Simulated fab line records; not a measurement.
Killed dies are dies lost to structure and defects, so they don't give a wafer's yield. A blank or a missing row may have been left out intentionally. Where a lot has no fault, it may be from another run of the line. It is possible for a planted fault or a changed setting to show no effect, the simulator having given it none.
Split-lot study + flow n5-finfet + 21 wafers read from 7 lots, route of 1938 steps

== ON THE SPLIT ==
At N5_BEOL_M3_DEP_57 (deposits SiCN from 3MS/NH3, target thk 8 nm, time 14 s), the setting time-s was moved away from the recipe's 14 s on 7 of the 21 wafers read, by -11.1% to +11.8%. For the rest of the wafers, this setting stayed at what the recipe calls for.

Reading taken at the split's own step.

== THE READING ==
SiCN_of_BEOL_M3_DEP_57.thk-nm (the simulator's own value, which no gauge read), in nm, at N5_BEOL_M3_DEP_57 (deposits SiCN from 3MS/NH3, target thk 8 nm, time 14 s). The file does not state a usual value for it. Average 8.0 nm, standard deviation 0.17 nm, over the 14 wafers here run with the recipe.

| wafer  | tool, chamber at the split | time-s as run, s | against the recipe | SiCN_of_BEOL_M3_DEP_57.thk-nm, nm | against lot-mates on the recipe |
|--------|----------------------------|------------------|--------------------|-----------------------------------|---------------------------------|
| L074.1 | pecvd-02, 2                | 14               | recipe             | 8                                 | -                               |
| L074.5 | pecvd-02, 0                | 15.01            | +7.2%              | 8.8                               | +0.8                            |
| L074.6 | pecvd-02, 1                | 15.01            | +7.2%              | 8.6                               | +0.6                            |
| L083.3 | pecvd-02, 2,1              | 14               | recipe             | 8                                 | -                               |
| L083.4 | pecvd-02, 2,1              | 14               | recipe             | 8                                 | -                               |
| L083.5 | pecvd-02, 0                | 14               | recipe             | 7.8                               | -                               |
| L090.2 | pecvd-01, 2                | 12.45            | -11.1%             | 7                                 | -1.2                            |
| L090.3 | pecvd-01, 1                | 12.45            | -11.1%             | 7.2                               | -1.0                            |
| L090.6 | pecvd-01, 1                | 14               | recipe             | 8.2                               | -                               |
| L094.1 | pecvd-03, 1,2              | 14               | recipe             | 8.2                               | -                               |
| L094.3 | pecvd-03, 1,2              | 14               | recipe             | 8.2                               | -                               |
| L094.4 | pecvd-03, 0                | 15.35            | +9.6%              | 8.8                               | +0.6                            |
| L096.1 | pecvd-01, 1                | 15.65            | +11.8%             | 9                                 | +1.0                            |
| L096.2 | pecvd-01, 2,0              | 14               | recipe             | 8                                 | -                               |
| L096.6 | pecvd-01, 2,0              | 14               | recipe             | 8                                 | -                               |
| L095.1 | pecvd-02, 2                | 14               | recipe             | 7.6                               | -                               |
| L095.3 | pecvd-02, 1                | 13.14            | -6.1%              | 7.4                               | -0.4                            |
| L095.5 | pecvd-02, 0                | 14               | recipe             | 8                                 | -                               |
| L097.1 | pecvd-01, 0                | 14               | recipe             | 8                                 | -                               |
| L097.3 | pecvd-01, 2                | 14               | recipe             | 7.8                               | -                               |
| L097.5 | pecvd-01, 2                | 14               | recipe             | 8.2                               | -                               |
The file does not say which wafer passed through which chamber wherever a row lists several chambers: such a row stands for several wafers.

THE FIT
A straight line over all 21 wafers: SiCN_of_BEOL_M3_DEP_57.thk-nm changes by +0.0859 nm for each +1% of time-s; r = +0.95; the points scatter about the line by 0.16 nm.
The same after taking each lot's own level away (the mean of its wafers on the recipe; 21 wafers): +0.0882 nm for each +1%; r = +0.97; scatter 0.14 nm.
That fit puts the effect of the largest move of time-s on the reading at 1 nm.
From 7.80 to 8.20 nm: that is the span of the lots' own levels, equal to 2.4 times the standard deviation above.
So the lot-to-lot level changes the slope little: the two slopes agree.
Check: for one of the wafers moved furthest among these (+11.8%), held out of the fit, the line's prediction against its lot-mates is +1.04 nm. Against them it came out at +1 nm.

== OTHER SPLITS APPLIED TO THESE WAFERS ==
These wafers also went through other splits before the reading. Each is held against what the fit with the lots' levels taken away leaves over:
| other split on the same wafers              | wafers away from the commonest value | r with SiCN_of_BEOL_M3_DEP_57.thk-nm (lot level and that fit taken away) |
|---------------------------------------------|--------------------------------------|--------------------------------------------------------------------------|
| N5_BEOL_M0_SAQP_SPACER2_ALD_26 target-thk-a | 7                                    | -0.38                                                                    |
| N5_BEOL_M1_PECVD_72 time-s                  | 11                                   | +0.21                                                                    |
| N5_BEOL_M1_COAT_61 spin-rpm                 | 9                                    | -0.09                                                                    |
| N5_BEOL_M2_COAT_67 spin-rpm                 | 8                                    | -0.08                                                                    |
| N5_BEOL_M2_COAT_76 time-s                   | 8                                    | +0.00                                                                    |
| N5_BEOL_M3_COAT_22 spin-rpm                 | 8                                    | +0.27                                                                    |

== THE FILE'S OWN FIT ==
SiCN_of_BEOL_M3_DEP_57.thk-nm changes by +0.0839 nm for each +1% of time-s, r = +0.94.
